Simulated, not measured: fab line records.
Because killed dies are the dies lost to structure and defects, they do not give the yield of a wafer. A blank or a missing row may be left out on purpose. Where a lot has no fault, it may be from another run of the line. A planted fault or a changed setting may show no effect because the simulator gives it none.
Split-lot study :: flow n5Finfet :: on a route of 1938 steps: 7 lots, 39 wafers read

== THE SPLIT ==
At N5_BEOL_M6_VIA_ETCH_34 (etches SiCOH lowk in C4F6/O2, target depth 126.3 nm, time 50.9 s), the setting targetDepthA was moved away from the recipe's 1263 angstrom on 12 of the 39 wafers read, by -44.5% to +54.5%. This setting was run at the recipe's value on the other wafers.

The split's own step is where the reading is taken.

== THE READING ==
SOC_of_BEOL_M6_COAT_63.thkNm (the simulator's own value, which no gauge read), in nm, at N5_BEOL_M6_VIA_ETCH_34 (etches SiCOH lowk in C4F6/O2, target depth 126.3 nm, time 50.9 s). The file does not state a usual value for it. Average 53.8 nm, standard deviation 0.26 nm, over the 27 wafers here run with the recipe.

wafer: L075.1
tool, chamber at the split: rieDiel-04, 3
targetDepthA as run, angstrom: 700.5
against the recipe: -44.5%
SOC_of_BEOL_M6_COAT_63.thkNm, nm: 56.4
against lot-mates on the recipe: +2.5

wafer: L075.2
tool, chamber at the split: rieDiel-04, 2
targetDepthA as run, angstrom: 700.5
against the recipe: -44.5%
SOC_of_BEOL_M6_COAT_63.thkNm, nm: 56.4
against lot-mates on the recipe: +2.5

wafer: L075.3
tool, chamber at the split: rieDiel-04, 0
targetDepthA as run, angstrom: 1263
against the recipe: recipe
SOC_of_BEOL_M6_COAT_63.thkNm, nm: 54
against lot-mates on the recipe: -

wafer: L075.4
tool, chamber at the split: rieDiel-04, 3
targetDepthA as run, angstrom: 1263
against the recipe: recipe
SOC_of_BEOL_M6_COAT_63.thkNm, nm: 53.8
against lot-mates on the recipe: -

wafer: L075.5
tool, chamber at the split: rieDiel-04, 0
targetDepthA as run, angstrom: 1263
against the recipe: recipe
SOC_of_BEOL_M6_COAT_63.thkNm, nm: 53.8
against lot-mates on the recipe: -

wafer: L075.6
tool, chamber at the split: rieDiel-04, 2
targetDepthA as run, angstrom: 700.5
against the recipe: -44.5%
SOC_of_BEOL_M6_COAT_63.thkNm, nm: 56.4
against lot-mates on the recipe: +2.5

wafer: L076.1
tool, chamber at the split: rieDiel-03, 0
targetDepthA as run, angstrom: 1263
against the recipe: recipe
SOC_of_BEOL_M6_COAT_63.thkNm, nm: 53.8
against lot-mates on the recipe: -

wafer: L076.2
tool, chamber at the split: rieDiel-03, 1
targetDepthA as run, angstrom: 1263
against the recipe: recipe
SOC_of_BEOL_M6_COAT_63.thkNm, nm: 53.6
against lot-mates on the recipe: -

wafer: L076.3
tool, chamber at the split: rieDiel-03, 2
targetDepthA as run, angstrom: 1263
against the recipe: recipe
SOC_of_BEOL_M6_COAT_63.thkNm, nm: 53.4
against lot-mates on the recipe: -

wafer: L076.4
tool, chamber at the split: rieDiel-03, 3
targetDepthA as run, angstrom: 1263
against the recipe: recipe
SOC_of_BEOL_M6_COAT_63.thkNm, nm: 53.4
against lot-mates on the recipe: -

wafer: L076.5
tool, chamber at the split: rieDiel-03, 0
targetDepthA as run, angstrom: 1263
against the recipe: recipe
SOC_of_BEOL_M6_COAT_63.thkNm, nm: 53.8
against lot-mates on the recipe: -

wafer: L076.6
tool, chamber at the split: rieDiel-03, 1
targetDepthA as run, angstrom: 1263
against the recipe: recipe
SOC_of_BEOL_M6_COAT_63.thkNm, nm: 53.8
against lot-mates on the recipe: -

wafer: L085.2
tool, chamber at the split: rieDiel-03, 3
targetDepthA as run, angstrom: 1263
against the recipe: recipe
SOC_of_BEOL_M6_COAT_63.thkNm, nm: 53.8
against lot-mates on the recipe: -

wafer: L085.3
tool, chamber at the split: rieDiel-03, 0
targetDepthA as run, angstrom: 1263
against the recipe: recipe
SOC_of_BEOL_M6_COAT_63.thkNm, nm: 53.8
against lot-mates on the recipe: -

wafer: L085.5
tool, chamber at the split: rieDiel-03, 3
targetDepthA as run, angstrom: 1263
against the recipe: recipe
SOC_of_BEOL_M6_COAT_63.thkNm, nm: 53.8
against lot-mates on the recipe: -

wafer: L089.1
tool, chamber at the split: rieDiel-03, 0
targetDepthA as run, angstrom: 1951
against the recipe: +54.5%
SOC_of_BEOL_M6_COAT_63.thkNm, nm: 50.8
against lot-mates on the recipe: -2.9

wafer: L089.2
tool, chamber at the split: rieDiel-03, 3
targetDepthA as run, angstrom: 1263
against the recipe: recipe
SOC_of_BEOL_M6_COAT_63.thkNm, nm: 53.6
against lot-mates on the recipe: -

wafer: L089.3
tool, chamber at the split: rieDiel-03, 2
targetDepthA as run, angstrom: 1263
against the recipe: recipe
SOC_of_BEOL_M6_COAT_63.thkNm, nm: 53.6
against lot-mates on the recipe: -

wafer: L089.4
tool, chamber at the split: rieDiel-03, 1
targetDepthA as run, angstrom: 1951
against the recipe: +54.5%
SOC_of_BEOL_M6_COAT_63.thkNm, nm: 50.2
against lot-mates on the recipe: -3.5

wafer: L089.5
tool, chamber at the split: rieDiel-03, 0
targetDepthA as run, angstrom: 1263
against the recipe: recipe
SOC_of_BEOL_M6_COAT_63.thkNm, nm: 54
against lot-mates on the recipe: -

wafer: L089.6
tool, chamber at the split: rieDiel-03, 3
targetDepthA as run, angstrom: 1951
against the recipe: +54.5%
SOC_of_BEOL_M6_COAT_63.thkNm, nm: 50.2
against lot-mates on the recipe: -3.5

wafer: L091.1
tool, chamber at the split: rieDiel-03, 3
targetDepthA as run, angstrom: 1263
against the recipe: recipe
SOC_of_BEOL_M6_COAT_63.thkNm, nm: 53.4
against lot-mates on the recipe: -

wafer: L091.2
tool, chamber at the split: rieDiel-03, 0
targetDepthA as run, angstrom: 1263
against the recipe: recipe
SOC_of_BEOL_M6_COAT_63.thkNm, nm: 53.8
against lot-mates on the recipe: -

wafer: L091.3
tool, chamber at the split: rieDiel-03, 1
targetDepthA as run, angstrom: 1263
against the recipe: recipe
SOC_of_BEOL_M6_COAT_63.thkNm, nm: 53.6
against lot-mates on the recipe: -

wafer: L091.4
tool, chamber at the split: rieDiel-03, 2
targetDepthA as run, angstrom: 1263
against the recipe: recipe
SOC_of_BEOL_M6_COAT_63.thkNm, nm: 53.2
against lot-mates on the recipe: -

wafer: L091.5
tool, chamber at the split: rieDiel-03, 2
targetDepthA as run, angstrom: 1263
against the recipe: recipe
SOC_of_BEOL_M6_COAT_63.thkNm, nm: 53.4
against lot-mates on the recipe: -

wafer: L091.6
tool, chamber at the split: rieDiel-03, 3
targetDepthA as run, angstrom: 1263
against the recipe: recipe
SOC_of_BEOL_M6_COAT_63.thkNm, nm: 53.6
against lot-mates on the recipe: -

wafer: L095.1
tool, chamber at the split: rieDiel-04, 1
targetDepthA as run, angstrom: 1263
against the recipe: recipe
SOC_of_BEOL_M6_COAT_63.thkNm, nm: 54
against lot-mates on the recipe: -

wafer: L095.2
tool, chamber at the split: rieDiel-04, 2
targetDepthA as run, angstrom: 717.7
against the recipe: -43.2%
SOC_of_BEOL_M6_COAT_63.thkNm, nm: 56.8
against lot-mates on the recipe: +2.7

wafer: L095.3
tool, chamber at the split: rieDiel-04, 0
targetDepthA as run, angstrom: 717.7
against the recipe: -43.2%
SOC_of_BEOL_M6_COAT_63.thkNm, nm: 56.8
against lot-mates on the recipe: +2.7

wafer: L095.4
tool, chamber at the split: rieDiel-04, 3
targetDepthA as run, angstrom: 1263
against the recipe: recipe
SOC_of_BEOL_M6_COAT_63.thkNm, nm: 54.2
against lot-mates on the recipe: -

wafer: L095.5
tool, chamber at the split: rieDiel-04, 0
targetDepthA as run, angstrom: 717.7
against the recipe: -43.2%
SOC_of_BEOL_M6_COAT_63.thkNm, nm: 56.8
against lot-mates on the recipe: +2.7

wafer: L095.6
tool, chamber at the split: rieDiel-04, 3
targetDepthA as run, angstrom: 1263
against the recipe: recipe
SOC_of_BEOL_M6_COAT_63.thkNm, nm: 54.2
against lot-mates on the recipe: -

wafer: L096.1
tool, chamber at the split: rieDiel-01, 1
targetDepthA as run, angstrom: 1263
against the recipe: recipe
SOC_of_BEOL_M6_COAT_63.thkNm, nm: 53.8
against lot-mates on the recipe: -

wafer: L096.2
tool, chamber at the split: rieDiel-01, 3
targetDepthA as run, angstrom: 776
against the recipe: -38.6%
SOC_of_BEOL_M6_COAT_63.thkNm, nm: 56
against lot-mates on the recipe: +2.0

wafer: L096.3
tool, chamber at the split: rieDiel-01, 0
targetDepthA as run, angstrom: 776
against the recipe: -38.6%
SOC_of_BEOL_M6_COAT_63.thkNm, nm: 55.8
against lot-mates on the recipe: +1.8

wafer: L096.4
tool, chamber at the split: rieDiel-01, 2
targetDepthA as run, angstrom: 1263
against the recipe: recipe
SOC_of_BEOL_M6_COAT_63.thkNm, nm: 54
against lot-mates on the recipe: -

wafer: L096.5
tool, chamber at the split: rieDiel-01, 2
targetDepthA as run, angstrom: 1263
against the recipe: recipe
SOC_of_BEOL_M6_COAT_63.thkNm, nm: 54.2
against lot-mates on the recipe: -

wafer: L096.6
tool, chamber at the split: rieDiel-01, 3
targetDepthA as run, angstrom: 776
against the recipe: -38.6%
SOC_of_BEOL_M6_COAT_63.thkNm, nm: 56
against lot-mates on the recipe: +2.0

THE FIT
A straight line over all 39 wafers: SOC_of_BEOL_M6_COAT_63.thkNm changes by -0.0621 nm for each +1% of targetDepthA; r = -0.99; the points scatter about the line by 0.27 nm.
The same after taking each lot's own level away (the mean of its wafers on the recipe; 39 wafers): -0.0586 nm for each +1%; r = -0.99; scatter 0.19 nm.
That fit puts the effect of the largest move of targetDepthA on the reading at 3.2 nm.
The span of the lots' own levels, 53.50 to 54.13 nm, comes to 2.5 times the standard deviation stated above.
The two slopes agree, so the slope changes little with the lot-to-lot level.
Check: -3.28 nm against its lot-mates is what the line predicts for one of the wafers moved furthest among these (+54.5%) when that wafer is left out of the fit. Against them it came out at -2.93 nm.

== OTHER SPLITS ON THESE WAFERS ==
Other splits were also applied to these wafers ahead of the reading. Each is held against what the fit with the lots' levels taken away leaves over:
other split on the same wafers: N5_ZERO_LAYER_PECVD_02 timeS
wafers away from the commonest value: 18
r with SOC_of_BEOL_M6_COAT_63.thkNm (lot level and that fit taken away): +0.03

other split on the same wafers: N5_ILD0_PRECLEAN_10 timeS
wafers away from the commonest value: 15
r with SOC_of_BEOL_M6_COAT_63.thkNm (lot level and that fit taken away): +0.00

other split on the same wafers: N5_GATE_CUT_ALD_22 aldCycles
wafers away from the commonest value: 12
r with SOC_of_BEOL_M6_COAT_63.thkNm (lot level and that fit taken away): -0.30

other split on the same wafers: N5_MOL_CONTACT_COAG_ALD_133 aldCycles
wafers away from the commonest value: 15
r with SOC_of_BEOL_M6_COAT_63.thkNm (lot level and that fit taken away): +0.06

other split on the same wafers: N5_BEOL_M4_DESCUM_16 timeS
wafers away from the commonest value: 12
r with SOC_of_BEOL_M6_COAT_63.thkNm (lot level and that fit taken away): -0.09

other split on the same wafers: N5_BEOL_M5_ALD_86 aldCycles
wafers away from the commonest value: 18
r with SOC_of_BEOL_M6_COAT_63.thkNm (lot level and that fit taken away): +0.14

== THE WHOLE CHAIN: every reading that the file lists as answering this split, in the file's order ==
step: N5_BEOL_M6_VIA_ETCH_34
what it does: etches SiCOH lowk in C4F6/O2, target depth 126.3 nm, time 50.9 s
reading: etch.depthNm (the simulator's own value, which no gauge read)
change (the file's fit): +1.24 nm for each +1% of the setting
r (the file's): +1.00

step: N5_BEOL_M6_VIA_ETCH_34
what it does: etches SiCOH lowk in C4F6/O2, target depth 126.3 nm, time 50.9 s
reading: SOC_of_BEOL_M6_COAT_63.thkNm (the simulator's own value, which no gauge read)
change (the file's fit): -0.0583 nm for each +1% of the setting
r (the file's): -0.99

== FILE'S OWN FIT ==
SOC_of_BEOL_M6_COAT_63.thkNm changes by -0.0583 nm for each +1% of targetDepthA, r = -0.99.
